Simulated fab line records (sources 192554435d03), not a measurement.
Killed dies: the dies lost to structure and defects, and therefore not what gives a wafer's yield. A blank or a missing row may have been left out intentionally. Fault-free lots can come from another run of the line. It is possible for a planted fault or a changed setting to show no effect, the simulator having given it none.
A struck lot beside a sound one	flow n5_finfet	37 steps out of a route of 1938
Sound: wafers L344.2, L344.5, L344.6. Wafers L359.2, L359.4, L359.5 were the ones struck. The cause is named last.
Each step with rows lists, per side, the tool, then ch with its chambers, then its first start. Under that, the readings that differ: sound wafers	struck wafers	difference of the means	sigmas: that difference in standard deviations of wafers without a fault.
alike: readings whose means differ by less than 2 such deviations, and words and numbers that are the same on both sides. not compared: withheld readings, readings that some wafer has no value for, bounds like >300 that may hide the same value, and numbers for which the record gives no deviation and whose values overlap.
The two part at a step that has a row with sigmas, a row that says differs or no value, or rows on one side only. Numbers that don't overlap but have no deviation are shown without sigmas and don't part them. A reading that every wafer of one side lacks parts them only if that side has two wafers or more.

first, 9 steps without rows for these wafers: N5_BEOL_M11_PEB_26 (peb time 60 s); N5_BEOL_M11_DEVELOP_27 (develop time 30 s); N5_BEOL_M11_DESCUM_33 (chemistry O2, time 7.9 s); N5_BEOL_M11_ETCH_65 (etches SiARC in CF4, target depth 39 nm, time 65 s); N5_BEOL_M11_ETCH_66 (etches SOC in N2/H2, target depth 120 nm, overetch 24 nm, time 180 s); N5_BEOL_M11_STRIP_69 (strips in N2/H2); N5_BEOL_M11_VIA_ETCH_34 (etches SiCOH lowk in C4F6/O2, target depth 184.5 nm, time 69.2 s); N5_BEOL_M11_STRIP_73 (strips in C4F6/O2); N5_BEOL_M11_STRIP_36 (strips in N2/H2).
N5_BEOL_M11_TRENCH_ETCH_37: etches SiCOH lowk in C4F6/O2, target depth 148.83 nm, time 48 s.
  sound on rie_diel-06 ch 1,2, day 14 19:19; struck on rie_diel-06 ch 2,3, day 18 10:46
reading	sound	struck	difference	sigmas
run_length_s (s)	71.2 71.3 71.4	68.4 69.0 68.5	-2.7	-8
model.etch.depth_nm (nm)	148 147.2 152.4	141.6 140 140.9	-8.4	
model.BEOL_M11.feature_depth_nm (nm)	148 147.2 152.4	141.6 140 141	-8.3	
  alike: drypump_motor_current_A, oes_product_au, rf_vpp_V, showerhead_plenum_p_Torr, throttle_valve_pct
  not compared: rf_hours_counter_h, model.TiN_of_BEOL_M11_HM_DEP_02.thk_nm
then, 2 steps without rows for these wafers: N5_BEOL_M11_ETCH_41 (etches SiCN in CH3F/O2, target depth 42.6 nm, time 86 s); N5_BEOL_M11_STRIP_77 (strips in N2/H2, time 10 s).
N5_BEOL_M11_OCD_MEAS_38:
  struck on ocd-01, day 18 10:57; sound on ocd-01, day 14 19:29
reading	sound	struck	difference	sigmas
trench_depth_nm (nm)	147.6 147.3 152.5	141.6 140.0 140.8	-8.3	-4
then, 13 steps without rows for these wafers: N5_BEOL_M11_HM_STRIP_39 (strips TiN in peroxide tin strip, target depth 25 nm, time 158 s); N5_BEOL_M11_SRD_40 (time 30 s); N5_BEOL_M11_PRECLEAN_42 (cleans in residue remover, time 60 s); N5_BEOL_M11_SRD_43 (time 30 s); N5_BEOL_M11_CURE_72 (cures SiCOH lowk, time 120 s); N5_BEOL_M11_DEGAS_44 (time 60 s); N5_BEOL_M11_PRE_CLEAN_45 (time 30 s); N5_BEOL_M11_ALD_74 (deposits TaN, target thk 2 nm, pulse time 2 s, purge time 3 s); N5_BEOL_M11_SURFACE_TREAT_76; N5_BEOL_M11_CVD_75 (deposits Co from CCTBA/H2, target thk 2 nm, time 138.9 s); N5_BEOL_M11_SPUTTER_48 (material Cu, target thk 12 nm, time 2 s); N5_BEOL_M11_ECD_50 (material Cu, target thk 318 nm); N5_BEOL_M11_ANNEAL_51 (time 90 s).
N5_BEOL_M11_CMP_52: polishes, stops on SiCOH lowk, t overpolish 7 s, target thk 140 nm.
  sound on cmp-03 ch 0,1,2, day 14 22:38; struck on cmp-03 ch 0,1,2, day 18 13:45
reading	sound	struck	difference	sigmas
barrier_field_endpoint_s (s)	28.2 28.2 27.8	29.0 30.2 29.9	+1.6	+2
model.Cu_of_BEOL_M11_ECD_50.thk_nm (nm)	136.8 135.8 142.6	133.2 130.2 132.4	-6.5	
  alike: motor_current_A, overpolish_run_s, time_to_endpoint_s
N5_BEOL_M11_THK_MEAS_53: measures by xrf.
  struck on film_metro-01, day 18 14:01; sound on film_metro-02, day 14 22:49
  alike: M11_THK
then, 2 steps without rows for these wafers: N5_BEOL_M11_PRE_CLEAN_55 (time 15 s); N5_BEOL_M11_DEP_56 (deposits SiCN from 3MS/NH3, target thk 30 nm, time 10.5 s).
N5_BEOL_M11_RS_MEAS_57: measurement is done with a four-point probe.
  struck on film_metro-01, day 18 14:08; sound on film_metro-01, day 14 22:59
reading	sound	struck	difference	sigmas
M11_RS (ohm/sq)	0.1547 0.1560 0.1479	0.1594 0.1635 0.1605	+0.0083	+3
then, 5 steps without rows for these wafers: N5_BEOL_M12_ILD_DEP_00 (deposits SiOC from DEMS/O2, target thk 658.92 nm, time 130.7 s); N5_BEOL_M12_COAT_58 (time 60 s, resist thk 89 nm); N5_BEOL_M12_COAT_04 (resist thk 400 nm); N5_BEOL_M12_EBR_06; N5_BEOL_M12_SOFTBAKE_05 (time 60 s).
N5_BEOL_M15_RC_MEAS_101:
  sound on prober-02 ch 0, day 16 02:00; struck on prober-01 ch 0, day 19 13:54
reading	sound	struck	difference	sigmas
COMB_M15 (S/m)	3.3e-12 3.8e-12 4e-12	1e-12 1.4e-12 1.3e-12	-2e-12	-2
SERP_M10 (ohm/um)	3.11 2.98 3.07	3.16 3.16 3.29	+0.15	+2
SERP_M11 (ohm/um)	3.15 3.14 3.00	3.21 3.31 3.25	+0.16	+3
SERP_M11_max_site (ohm/um)	3.25 3.27 3.04	3.24 3.48 3.33	+0.16	+2
SERP_M7 (ohm/um)	13.0 12.8 13.5	14.0 14.2 14.0	+1.0	+2
  alike: etest_temp_c, COMB_M10, COMB_M11, COMB_M12, COMB_M13, COMB_M14, COMB_M5, COMB_M6, COMB_M7, COMB_M8, COMB_M9, SERP_M12, SERP_M13, SERP_M14, SERP_M5, SERP_M5_max_site, SERP_M6, SERP_M8, SERP_M9

## WHERE THEY PART
Last at N5_BEOL_M15_RC_MEAS_101 as far as this record goes, first at N5_BEOL_M11_TRENCH_ETCH_37.

WHY: what had been put in by the simulator
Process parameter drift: rie_diel-06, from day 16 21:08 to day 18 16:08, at N5_BEOL_M11_TRENCH_ETCH_37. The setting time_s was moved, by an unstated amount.
